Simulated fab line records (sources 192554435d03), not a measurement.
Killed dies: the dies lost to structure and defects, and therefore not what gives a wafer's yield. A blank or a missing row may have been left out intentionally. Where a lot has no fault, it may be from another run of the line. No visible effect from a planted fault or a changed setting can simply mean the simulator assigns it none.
fab line records -- flow n5_finfet
record: lots: 8, wafers: 23, last_day: 18
route steps=1938 shown BEOL_M5@1189 BEOL_M6@1210 PASSIVATION@1936
lots with no fault: from the same line, run without faults
start_h: the number of hours between the record's first day and the start of the first shown wafer of the lot -- wait_h: hours since the lot's step before -- " repeats the value in the row above -- L1.1+2: a single row standing in for several wafers -- - no value present, or no start provided -- * or withheld: withheld -- < > ~ a bound
route shown NAME@n: NAME is a module with steps in the file, n the number in the route of the first one -- usual: mean/standard deviation taken from wafers without a fault -- same: alike in all rows -- chamber/n: place in a boat -- sites: per-site readings -- _std_site: the values' standard deviation -- _edge_site: inner sites' mean taken away from outer sites' mean -- radius_mm: for every site, how far away it sits from the centre of the wafer -- mask NAME#n: copy n -- behind: the tool/chamber that last shaped the wafer -- hold: why the lot was held/for how many hours/how that ended -- device: which transistor (n, p or np) failed to switch -- end of line: tests run on the same wafers once the route is complete -- a step with no rows: only its recipe -- killed: count of dies lost to structure and defects at first sort (not the wafer's yield) -- map: the dies of a wafer, with x for killed, . for not killed, _ for no die there
set.NAME: the setting the step ran with; set.NAME@STEP: the setting that earlier step ran with -- model.NAME: the simulator's own value behind a step, which no gauge read
route steps across a sampled set of lots; one table per step, one row per wafer
services: when a tool's chamber went out of use (start_h, in hours from the record's first day, below 0 if earlier), for how many hours, and the reason
== steps ==
step: N5_BEOL_M5_CO_CAP_78
recipe: material: Co, target_thk_a: 20, temp_c: 200, precursor: CCTBA/H2, pressure_torr: 30, time_s: 102.1
usual: chamber_pressure_Torr: 30.00/0.066, heater_power_w: 227/15
lot.wafer,tool,chamber,start_h,wait_h,chamber_pressure_Torr,heater_power_w
L473.2,cvd_co-02,1,191.48,0.0,29.98,260
L473.5,cvd_co-02,2,191.48,0.0,29.98,217
L483.1,cvd_co-02,0,256.34,0.0,30.01,233
L483.2,cvd_co-02,2,256.34,0.0,29.87,226
L483.3,cvd_co-02,1,256.34,0.0,30.12,267
L486.3,cvd_co-02,2,279.22,0.0,30.02,224
L486.4,cvd_co-02,0,279.22,0.0,29.94,236
L486.5,cvd_co-02,1,279.22,0.0,30.00,251
L491.1,cvd_co-02,2,305.80,0.0,29.97,228
L491.4,cvd_co-02,0,305.80,0.0,30.03,228
L491.6,cvd_co-02,1,305.80,0.0,29.96,259
L492.3,cvd_co-01,1,310.18,0.0,29.96,215
L492.4,cvd_co-01,1,310.18,0.0,30.01,216
L492.5,cvd_co-01,2,310.18,0.0,29.99,220
L495.1,cvd_co-01,0,310.30,0.0,29.95,221
L495.2,cvd_co-01,1,310.30,0.0,29.95,212
L495.6,cvd_co-01,2,310.30,0.0,29.97,226
L494.1,cvd_co-02,1,325.85,0.0,30.06,260
L494.2,cvd_co-02,0,325.85,0.0,30.05,229
L494.5,cvd_co-02,2,325.85,0.0,29.97,222
L496.1,cvd_co-01,1,333.92,0.0,29.97,221
L496.3,cvd_co-01,0,333.92,0.0,30.04,218
L496.5,cvd_co-01,1,333.92,0.0,29.90,216
step: N5_BEOL_M6_DESCUM_16
recipe: chemistry: O2, time_s: 7.9, source_power_w: 50, bias_power_w: 20, pressure_mtorr: 20, rf_frequency_hz: 2.712e+07, temp_c: 40, resist: CAR-ArF, o2_flow_sccm: 225
usual: drypump_motor_current_A: 5.8/0.49, oes_product_au: 0.81/0.081, rf_vpp_V: 243.7/1.4, showerhead_plenum_p_Torr: 2.13/0.066, temp_c: 40.00/0.12, throttle_valve_pct: 20.4/0.4
lot.wafer,tool,chamber,start_h,wait_h,drypump_motor_current_A,oes_product_au,rf_hours_counter_h,rf_vpp_V,showerhead_plenum_p_Torr,temp_c,throttle_valve_pct
L473.2,rie_diel-05,3,193.39,0.0,5.8,0.70,223,245.3,2.16,40.11,20.1
L473.5,rie_diel-05,2,193.39,0.0,5.4,0.83,-,242.3,2.02,39.89,20.0
L483.1,rie_diel-04,3,258.66,0.0,6.3,0.81,106,244.4,2.13,40.08,20.3
L483.2,rie_diel-04,2,258.66,0.0,6.2,0.78,118,244.1,2.21,40.17,20.5
L483.3,rie_diel-04,1,258.66,0.0,5.8,1.01,1,244.4,2.13,40.06,19.9
L486.3,rie_diel-06,1,282.26,0.2,6.5,0.82,86,245.5,2.19,39.73,20.3
L486.4,rie_diel-06,1,282.26,0.2,6.5,0.82,-,245.2,2.19,39.76,20.3
L486.5,rie_diel-06,2,282.26,0.2,5.9,0.90,-,243.4,2.03,39.88,20.0
L491.1,rie_diel-05,0,308.81,0.0,6.2,0.80,83,244.1,2.21,40.10,20.2
L491.4,rie_diel-05,2,308.81,0.0,5.4,0.78,-,242.1,2.00,39.94,20.1
L491.6,rie_diel-05,1,308.81,0.0,5.8,0.71,-,244.7,2.19,39.89,21.2
L492.3,rie_diel-05,1,312.24,0.2,5.8,0.71,200,246.7,2.19,39.93,21.2
L492.4,rie_diel-05,0,312.24,0.2,6.2,0.80,85,245.0,2.21,40.12,20.2
L492.5,rie_diel-05,1,312.24,0.2,5.8,0.71,-,242.3,2.19,40.14,21.2
L495.1,rie_diel-06,0,312.30,0.0,6.3,0.69,243,244.4,2.16,40.01,20.8
L495.2,rie_diel-06,3,312.30,0.0,5.0,0.71,223,244.3,2.14,39.99,20.3
L495.6,rie_diel-06,1,312.30,0.0,6.5,0.80,-,244.5,2.18,40.06,20.3
L494.1,rie_diel-04,3,329.52,0.2,6.3,0.77,131,242.3,2.12,40.02,20.3
L494.2,rie_diel-04,0,329.52,0.2,5.0,0.81,99,242.2,2.06,40.13,21.0
L494.5,rie_diel-04,2,329.52,0.2,6.3,0.76,-,243.6,2.20,40.03,20.6
L496.1,rie_diel-04,3,336.03,0.2,6.3,0.77,133,244.3,2.12,39.98,20.3
L496.3,rie_diel-04,2,336.03,0.2,6.2,0.76,146,245.8,2.20,40.10,20.6
L496.5,rie_diel-04,0,336.03,0.2,5.0,0.81,-,241.9,2.06,39.97,21.0
step: N5_BEOL_M6_ETCH_62
recipe: chemistry: N2/H2, target: SOC, target_depth_a: 1100, overetch_a: 220, mask_material: SiARC, temp_c: 40, time_s: 165, ion_energy_ev: 200, pressure_mtorr: 30, source_w: 840, bias_w: 150, n2_flow_sccm: 200, h2_flow_sccm: 200
usual: bias_w: 150.0/0.44, drypump_motor_current_A: 5.8/0.48, oes_product_au: 0.68/0.065, rf_vpp_V: 525.1/2.3, showerhead_plenum_p_Torr: 2.58/0.087, temp_c: 40.00/0.1, throttle_valve_pct: 17.7/0.32
lot.wafer,tool,chamber,start_h,wait_h,bias_w,drypump_motor_current_A,oes_product_au,rf_hours_counter_h,rf_vpp_V,showerhead_plenum_p_Torr,temp_c,throttle_valve_pct
L473.2,rie_diel-05,3,193.48,0.0,150.3,5.9,0.60,223,526.1,2.59,39.96,17.3
L473.5,rie_diel-05,2,193.48,0.0,149.7,5.4,0.69,-,521.3,2.47,39.81,17.5
L483.1,rie_diel-04,3,258.75,0.0,149.1,6.3,0.67,106,524.6,2.58,39.94,17.8
L483.2,rie_diel-04,2,258.75,0.0,155.6,6.3,0.65,118,539.8,2.69,40.09,18.0
L483.3,rie_diel-04,1,258.75,0.0,150.1,5.8,0.84,1,524.2,2.62,39.87,17.5
L486.3,rie_diel-06,1,282.35,0.0,150.1,6.5,0.67,86,526.5,2.66,39.96,17.6
L486.4,rie_diel-06,1,282.35,0.0,150.4,6.5,0.67,-,526.0,2.66,39.99,17.6
L486.5,rie_diel-06,2,282.35,0.0,149.8,5.9,0.76,-,521.6,2.45,40.06,17.3
L491.1,rie_diel-05,0,308.90,0.0,149.8,6.2,0.70,83,527.2,2.65,39.92,17.4
L491.4,rie_diel-05,2,308.90,0.0,149.9,5.4,0.67,-,521.0,2.46,39.79,17.6
L491.6,rie_diel-05,1,308.90,0.0,150.4,5.8,0.60,-,526.5,2.63,39.98,18.3
L492.3,rie_diel-05,1,312.33,0.0,150.0,5.8,0.60,200,524.7,2.63,39.95,18.3
L492.4,rie_diel-05,0,312.33,0.0,150.1,6.2,0.69,85,528.4,2.65,39.87,17.4
L492.5,rie_diel-05,1,312.33,0.0,150.7,5.9,0.60,-,525.3,2.63,39.93,18.3
L495.1,rie_diel-06,0,312.39,0.0,149.9,6.3,0.59,243,524.3,2.62,39.99,18.2
L495.2,rie_diel-06,3,312.39,0.0,150.0,5.0,0.60,223,525.0,2.64,39.99,18.1
L495.6,rie_diel-06,1,312.39,0.0,149.7,6.5,0.66,-,528.6,2.66,40.18,17.7
L494.1,rie_diel-04,3,329.61,0.0,150.0,6.3,0.65,131,522.7,2.57,40.15,17.8
L494.2,rie_diel-04,0,329.61,0.0,150.3,5.0,0.69,99,521.7,2.43,40.18,17.7
L494.5,rie_diel-04,2,329.61,0.0,150.3,6.3,0.63,-,526.5,2.68,39.93,18.0
L496.1,rie_diel-04,3,336.12,0.0,150.0,6.3,0.65,133,523.8,2.57,40.01,17.8
L496.3,rie_diel-04,2,336.12,0.0,150.3,6.3,0.63,146,527.1,2.68,40.04,18.1
L496.5,rie_diel-04,0,336.12,0.0,149.2,5.0,0.68,-,521.6,2.43,40.09,17.7
step: N5_BEOL_M6_STRIP_19
recipe: chemistry: O2, power_w: 400, temp_c: 40, pressure_mtorr: 30, rf_frequency_hz: 6e+07, bias_power_w: 0, overash_fraction: 0.2, o2_flow_sccm: 225
usual: drypump_motor_current_A: 5.8/0.52, oes_product_au: 0.80/0.076, rf_vpp_V: 3.7/0.62, showerhead_plenum_p_Torr: 2.14/0.065, temp_c: 39.99/0.11, throttle_valve_pct: 16.6/0.33
lot.wafer,tool,chamber,start_h,wait_h,drypump_motor_current_A,oes_product_au,rf_hours_counter_h,rf_vpp_V,showerhead_plenum_p_Torr,temp_c,throttle_valve_pct
L473.2,rie_diel-06,2,193.77,0.1,5.9,0.97,5,4.3,2.04,40.05,16.2
L473.5,rie_diel-06,3,193.77,0.1,5.0,0.76,-,3.8,2.16,39.97,16.5
L483.1,rie_diel-05,1,259.10,0.1,5.9,0.72,177,4.0,2.20,40.08,17.3
L483.2,rie_diel-05,0,259.10,0.1,6.2,0.83,62,4.6,2.22,39.84,16.4
L483.3,rie_diel-05,2,259.10,0.1,5.4,0.80,103,3.4,2.01,40.05,16.4
L486.3,rie_diel-06,2,282.77,0.2,5.9,0.90,38,4.7,2.03,40.02,16.3
L486.4,rie_diel-06,1,282.77,0.2,6.5,0.81,-,3.7,2.19,39.97,16.5
L486.5,rie_diel-06,2,282.77,0.2,5.9,0.91,-,3.5,2.03,40.13,16.3
L491.1,rie_diel-04,3,309.20,0.1,6.2,0.78,122,3.1,2.13,39.89,16.5
L491.4,rie_diel-04,0,309.20,0.1,5.0,0.80,92,3.4,2.06,39.98,17.1
L491.6,rie_diel-04,1,309.20,0.1,5.8,0.94,-,4.1,2.12,40.09,16.2
L492.3,rie_diel-04,0,312.63,0.1,5.0,0.80,93,2.8,2.06,39.90,17.1
L492.4,rie_diel-04,3,312.63,0.1,6.3,0.78,124,4.1,2.12,39.81,16.6
L492.5,rie_diel-04,0,312.63,0.1,5.0,0.82,-,3.2,2.06,40.03,17.1
L495.1,rie_diel-06,0,312.69,0.1,6.3,0.68,243,3.7,2.16,39.98,17.0
L495.2,rie_diel-06,1,312.69,0.1,6.5,0.79,98,5.1,2.19,39.92,16.5
L495.6,rie_diel-06,3,312.69,0.1,5.0,0.71,-,3.1,2.14,39.76,16.6
L494.1,rie_diel-04,1,330.13,0.3,5.8,0.91,28,4.3,2.12,39.84,16.2
L494.2,rie_diel-04,3,330.13,0.3,6.3,0.77,131,4.1,2.12,40.24,16.5
L494.5,rie_diel-04,1,330.13,0.3,5.8,0.91,-,3.6,2.12,39.95,16.2
L496.1,rie_diel-04,1,336.62,0.3,5.8,0.92,30,3.7,2.12,40.14,16.2
L496.3,rie_diel-04,0,336.62,0.3,5.0,0.79,101,4.1,2.06,40.12,17.1
L496.5,rie_diel-04,1,336.62,0.3,5.8,0.91,-,4.4,2.12,40.13,16.2
step: N5_PASSIVATION_PROBE_49
usual: defect_limited_yield: 91.3/1.4, killed_at_M0_to_M3: 33/9.9, killed_at_M4_up: 15/5.6, killed_at_contacts: 13/5.7, killed_at_front_end: 38/12, killed_at_other: 4/3.1, killed_dies: 103/17, killed_on_rim: 13/4, killed_open: 66/13, killed_short: 32/7.8, sort_bin_5_function: 5.1/0.95, sort_bin_6_memory: 3.2/0.68, sort_bin_8_speed: 0.02/0.22, sort_n_pass: 1077/17, sort_yield_pct: 91.3/1.5
same: gross_dies: 1180, killed_at_back_side: 0, sort_bin_4_leakage[%]: 0
lot.wafer,tool,chamber,start_h,wait_h,defect_limited_yield[%],killed_at_M0_to_M3,killed_at_M4_up,killed_at_contacts,killed_at_front_end,killed_at_other,killed_dies,killed_on_rim,killed_open,killed_short,sort_bin_5_function[%],sort_bin_6_memory[%],sort_bin_8_speed[%],sort_n_pass,sort_yield_pct[%]
L483.1,prober-02,-,354.93,0.0,90.3,38,10,16,47,4,115,17,86,29,6.0,3.6,0,1065,90.3
L483.2,prober-02,-,354.98,0.1,92.3,28,10,20,30,3,91,14,61,23,4.6,2.8,0,1089,92.3
L483.3,prober-02,-,355.03,0.1,91.6,29,10,9,51,0,99,18,71,27,5.3,2.8,0,1081,91.6
L486.3,prober-02,-,371.69,0.1,90.8,25,6,22,55,1,109,17,80,27,5.3,3.6,0,1071,90.8
L486.4,prober-02,-,371.74,0.2,89.9,42,12,11,53,1,119,21,77,41,6.4,3.4,0,1061,89.9
L486.5,prober-02,-,371.79,0.2,90.9,24,12,21,48,2,107,17,73,32,5.3,3.1,0,1073,90.9
L491.1,prober-01,-,396.70,0.0,91.0,36,10,12,43,5,106,15,65,37,5.1,3.4,0,1074,91.0
L491.4,prober-01,-,396.85,0.2,91.8,24,14,13,37,9,97,9,59,37,4.3,3.4,0,1083,91.8
L491.6,prober-01,-,396.95,0.3,92.2,23,13,12,36,8,92,10,59,29,4.2,3.2,0,1088,92.2
L495.1,prober-02,-,406.15,0.0,92.5,32,9,12,33,2,88,12,50,37,4.7,2.3,0,1092,92.5
L495.2,prober-02,-,406.20,0.1,91.9,29,12,5,49,0,95,10,52,36,4.4,2.9,0,1085,91.9
L495.6,prober-02,-,406.40,0.3,93.3,42,5,10,20,2,79,12,47,29,3.6,2.8,0,1101,93.3
L492.3,prober-01,-,408.24,0.1,90.8,27,15,10,55,2,109,10,71,30,4.8,3.9,0,1071,90.8
L492.4,prober-01,-,408.29,0.2,88.1,40,22,7,67,5,141,20,93,42,7.0,4.3,0,1039,88.1
L492.5,prober-01,-,408.34,0.2,91.1,28,19,4,49,5,105,11,67,35,5.9,2.9,0,1075,91.1
killed by level:class
L483.1 STI_FIN_REVEAL:geometric_particle:open=27 MOL_CONTACT_COAG:geometric_particle:open=14 BEOL_M0_SAQP:geometric_particle:short=14 BEOL_M0_SAQP:geometric_particle:open=13 FIN_SAQP:geometric_particle:open=5 STI_FIN_REVEAL:geometric_particle:short=5 BEOL_M1:geometric_particle:open=4 BEOL_M2:geometric_particle:open=4
L483.2 MOL_CONTACT_COAG:geometric_particle:open=15 BEOL_M2:geometric_particle:open=8 FIN_SAQP:geometric_particle:open=7 BEOL_M3:geometric_particle:open=7 STI_FIN_REVEAL:geometric_particle:open=5 MOL_CONTACT_COAG:geometric_particle:short=5 BEOL_M0_SAQP:geometric_particle:open=5 BEOL_M0_SAQP:geometric_particle:short=4
L483.3 STI_FIN_REVEAL:geometric_particle:open=19 FIN_SAQP:geometric_particle:open=8 MOL_CONTACT_COAG:geometric_particle:open=7 BEOL_M0_SAQP:geometric_particle:open=7 BEOL_M1:geometric_particle:open=6 BEOL_M2:geometric_particle:open=6 FIN_SAQP:geometric_particle:short=5 DUMMY_GATE:geometric_particle:open=5
L486.3 STI_FIN_REVEAL:geometric_particle:open=17 FIN_SAQP:geometric_particle:open=16 MOL_CONTACT_COAG:geometric_particle:open=16 BEOL_M0_SAQP:geometric_particle:short=7 BEOL_M2:geometric_particle:open=6 MOL_CONTACT_COAG:geometric_particle:short=5 BEOL_M0_SAQP:geometric_particle:open=4 STARTING-WAFER:geometric_particle:open=4
L486.4 BEOL_M1:geometric_particle:open=14 BEOL_M0_SAQP:geometric_particle:short=13 MOL_CONTACT_COAG:geometric_particle:open=10 FIN_SAQP:geometric_particle:open=7 STI_FIN_REVEAL:geometric_particle:open=7 ILD0:geometric_particle:open=7 GATE_CUT:geometric_particle:short=7 BEOL_M4:geometric_particle:open=6
L486.5 STI_FIN_REVEAL:geometric_particle:open=15 MOL_CONTACT_COAG:geometric_particle:open=15 FIN_SAQP:geometric_particle:open=10 BEOL_M0_SAQP:geometric_particle:open=8 FIN_SAQP:geometric_particle:short=7 BEOL_M0_SAQP:geometric_particle:short=7 STARTING-WAFER:geometric_particle:short=6 MOL_CONTACT_COAG:geometric_particle:short=5
L491.1 STI_FIN_REVEAL:geometric_particle:open=11 MOL_CONTACT_COAG:geometric_particle:open=10 FIN_SAQP:geometric_particle:short=8 BEOL_M2:geometric_particle:open=8 BEOL_M3:geometric_particle:open=6 BEOL_M0_SAQP:geometric_particle:open=5 GATE_CUT:geometric_particle:short=5 BEOL_M1:geometric_particle:open=5
L491.4 MOL_CONTACT_COAG:geometric_particle:open=12 BEOL_M3:geometric_particle:open=8 FIN_SAQP:geometric_particle:short=6 BEOL_M0_SAQP:geometric_particle:short=6 FIN_SAQP:geometric_particle:open=5 STI_FIN_REVEAL:geometric_particle:open=4 DUMMY_GATE:geometric_particle:open=4 GATE_CUT:geometric_particle:short=4
L491.6 FIN_SAQP:geometric_particle:open=11 MOL_CONTACT_COAG:geometric_particle:open=9 STI_FIN_REVEAL:geometric_particle:open=5 BEOL_M0_SAQP:geometric_particle:short=5 BEOL_M4:geometric_particle:open=5 FIN_SAQP:geometric_particle:short=4 BEOL_M0_SAQP:geometric_particle:open=4 PAD_METAL:geometric_particle:open=4
L495.1 FIN_SAQP:geometric_particle:short=9 BEOL_M2:geometric_particle:open=9 MOL_CONTACT_COAG:geometric_particle:open=8 GATE_CUT:geometric_particle:short=7 BEOL_M0_SAQP:geometric_particle:short=6 BEOL_M3:geometric_particle:open=5 STI_FIN_REVEAL:geometric_particle:open=4 MOL_CONTACT_COAG:geometric_particle:short=4
L495.2 FIN_SAQP:geometric_particle:short=15 FIN_SAQP:geometric_particle:open=10 BEOL_M0_SAQP:geometric_particle:short=8 BEOL_M3:geometric_particle:open=8 STI_FIN_REVEAL:geometric_particle:open=6 BEOL_M0_SAQP:geometric_particle:open=5 BEOL_M4:geometric_particle:open=5 MOL_CONTACT_COAG:geometric_particle:open=4
L495.6 BEOL_M0_SAQP:geometric_particle:short=13 MOL_CONTACT_COAG:geometric_particle:open=9 BEOL_M3:geometric_particle:open=8 BEOL_M0_SAQP:geometric_particle:open=8 BEOL_M1:geometric_particle:open=5 FIN_SAQP:geometric_particle:open=3 GATE_CUT:geometric_particle:short=3 BEOL_M2:geometric_particle:open=3
L492.3 FIN_SAQP:geometric_particle:open=12 BEOL_M1:geometric_particle:open=10 STI_FIN_REVEAL:geometric_particle:open=9 BEOL_M4:geometric_particle:open=8 FIN_SAQP:geometric_particle:short=7 MOL_CONTACT_COAG:geometric_particle:open=7 DUMMY_GATE:geometric_particle:open=6 BEOL_M0_SAQP:geometric_particle:short=6
L492.4 FIN_SAQP:geometric_particle:open=26 BEOL_M0_SAQP:geometric_particle:short=11 BEOL_M5:geometric_particle:open=10 BEOL_M1:geometric_particle:open=8 BEOL_M3:geometric_particle:open=7 BEOL_M4:geometric_particle:open=7 FIN_SAQP:geometric_particle:short=6 STI_FIN_REVEAL:geometric_particle:open=6
L492.5 FIN_SAQP:geometric_particle:open=20 BEOL_M2:geometric_particle:open=10 FIN_SAQP:geometric_particle:short=8 BEOL_M0_SAQP:geometric_particle:short=6 BEOL_M1:geometric_particle:open=6 STI_FIN_REVEAL:geometric_particle:short=5 BEOL_M4:geometric_particle:open=5 MOL_CONTACT_COAG:geometric_particle:open=3
== services ==
tool,chamber,start_h,hours,kind
rie_diel-06,-,176.36,0.6,repair
rie_diel-04,1,235.11,-,clean
rie_diel-04,1,235.11,-,consumable_replace:focus_ring
rie_diel-04,1,235.11,19.4,scheduled_down
rie_diel-04,1,235.11,19.4,vent_cycle
rie_diel-06,0,268.22,15.3,repair
rie_diel-06,2,293.88,4.3,repair
rie_diel-05,3,296.99,-,clean
rie_diel-05,3,296.99,-,consumable_replace:focus_ring
rie_diel-05,3,296.99,14.1,scheduled_down
rie_diel-05,3,296.99,14.1,vent_cycle
rie_diel-05,2,297.03,9.6,repair
rie_diel-06,2,304.45,10.4,repair
cvd_co-01,2,326.13,10.9,repair
cvd_co-02,1,333.33,-,clean
cvd_co-02,1,333.33,22.0,scheduled_down
cvd_co-02,1,333.33,22.0,vent_cycle
rie_diel-06,0,336.64,-,clean
rie_diel-06,0,336.64,-,consumable_replace:focus_ring
rie_diel-06,0,336.64,35.3,scheduled_down
rie_diel-06,0,336.64,35.3,vent_cycle
== key ==
first_sign: step: N5_BEOL_M6_ETCH_62, reading: bias_w, direction: up, sigmas: 13, usual: *, struck: *
effect: step: N5_BEOL_M6_ETCH_62, reading: rf_vpp_V, direction: up, sigmas: 6.3, usual: 525.1, struck: 539.8
met_at N5_BEOL_M6_ETCH_62
struck_lots L483
struck_wafers L483.2
not_acting_at N5_BEOL_M5_CO_CAP_78,N5_BEOL_M6_DESCUM_16,N5_BEOL_M6_STRIP_19
fault: kind: process_parameter_drift, tool: rie_diel-04, chamber: 2, onset_h: 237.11, steps: N5_BEOL_M6_ETCH_62, channel: bias_w, offset: *, shape: step, end_h: 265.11, acts_in: *, stated: *
